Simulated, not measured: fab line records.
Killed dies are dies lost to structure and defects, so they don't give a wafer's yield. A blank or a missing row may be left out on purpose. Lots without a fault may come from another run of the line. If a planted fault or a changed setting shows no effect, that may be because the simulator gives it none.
Split-lot experiment	flow n5 finfet	21 wafers read across 7 lots, on a route 1938 steps long

## ON THE SPLIT
At N5_BEOL_M1_EXPOSE_25 (exposes mask V0, defocus 5 nm, target cd 24 nm), the setting dose mj was moved away from the recipe's 63 on 5 of the 21 wafers read, by -7.1% to -2.1%. All remaining wafers had this setting at the recipe value.

## FROM THE SPLIT TO THE READING: what the file shows between them, 2 steps
- N5_BEOL_M1_PEB_26: peb time 60 s
- N5_BEOL_M1_DEVELOP_27: develop time 30 s

## THE READING
cd nm, in nm, at N5_BEOL_M1_CD_MEAS_28 (target cd y 23.3 nm). A value of 23.99 nm with a standard deviation of 0.29 nm is what fault-free wafers of this fab line usually give.

wafer	tool, chamber at the split	dose mj as run	against the recipe	cd nm, nm	against lot-mates on the recipe
L076.1	euv scanner-02, 0	63	recipe	23.94	-
L076.2	euv scanner-02, 0	63	recipe	24.23	-
L076.5	euv scanner-02, 0	63	recipe	24.79	-
L075.1	euv scanner-01, 0	63	recipe	24.51	-
L075.2	euv scanner-01, 0	58.96	-6.4%	22.59	-1.64
L075.4	euv scanner-01, 0	63	recipe	23.96	-
L079.3	euv scanner-02, 0	63	recipe	23.69	-
L079.4	euv scanner-02, 0	63	recipe	23.76	-
L079.5	euv scanner-02, 0	63	recipe	24.10	-
L080.2	euv scanner-02, 0	63	recipe	24.08	-
L080.3	euv scanner-02, 0	58.55	-7.1%	22.23	-1.92
L080.5	euv scanner-02, 0	63	recipe	24.22	-
L089.2	euv scanner-02, 0	63	recipe	24.27	-
L089.3	euv scanner-02, 0	60.79	-3.5%	23.38	-0.89
L089.6	euv scanner-02, 0	60.79	-3.5%	23.33	-0.94
L092.1	euv scanner-01, 0	63	recipe	23.90	-
L092.3	euv scanner-01, 0	63	recipe	23.68	-
L092.4	euv scanner-01, 0	63	recipe	23.81	-
L097.2	euv scanner-01, 0	63	recipe	23.53	-
L097.5	euv scanner-01, 0	61.68	-2.1%	23.43	-0.25
L097.6	euv scanner-01, 0	63	recipe	23.82	-

THE FIT
A straight line over all 21 wafers: cd nm changes by +0.231 nm for each +1% of dose mj; r = +0.87; the points scatter about the line by 0.3 nm.
The same after taking each lot's own level away (the mean of its wafers on the recipe; 21 wafers): +0.261 nm for each +1%; r = +0.94; scatter 0.2 nm.
That fit puts the effect of the largest move of dose mj on the reading at 1.8 nm.
From 23.675 to 24.320 nm: that is the span of the lots' own levels, equal to 2.2 times the standard deviation above.
So the slope is not independent of the lot-to-lot level: the two fits are not the same.
Check: for one of the wafers moved furthest among these (-7.1%), held out of the fit, the line's prediction against its lot-mates is -1.77 nm. Against them it came out at -1.92 nm.

## FURTHER SPLITS ON THESE WAFERS
Other splits were also applied to these wafers ahead of the reading. Each is held against what the fit with the lots' levels taken away leaves over:
other split on the same wafers	wafers away from the commonest value	r with cd nm (lot level and that fit taken away)
N5_BEOL_M0_SAQP_ETCH_88 source w	9	+0.11

## THE WHOLE CHAIN: every reading that the file lists as answering this split, in the file's order
step	what it does	reading	change (the file's fit)	r (the file's)
N5_BEOL_M1_CD_MEAS_28	target cd y 23.3 nm	cd nm	+0.258 nm for each +1% of the setting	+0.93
N5_BEOL_M1_VIA_ETCH_34	etches the open film in C4F6/O2, target depth 67.8 nm, time 64.4 s	BEOL_M1.cd nm (the simulator's own value, which no gauge read)	+0.259 nm for each +1% of the setting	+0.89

## THE FILE'S OWN FIT
cd nm changes by +0.258 nm for each +1% of dose mj, r = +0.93.
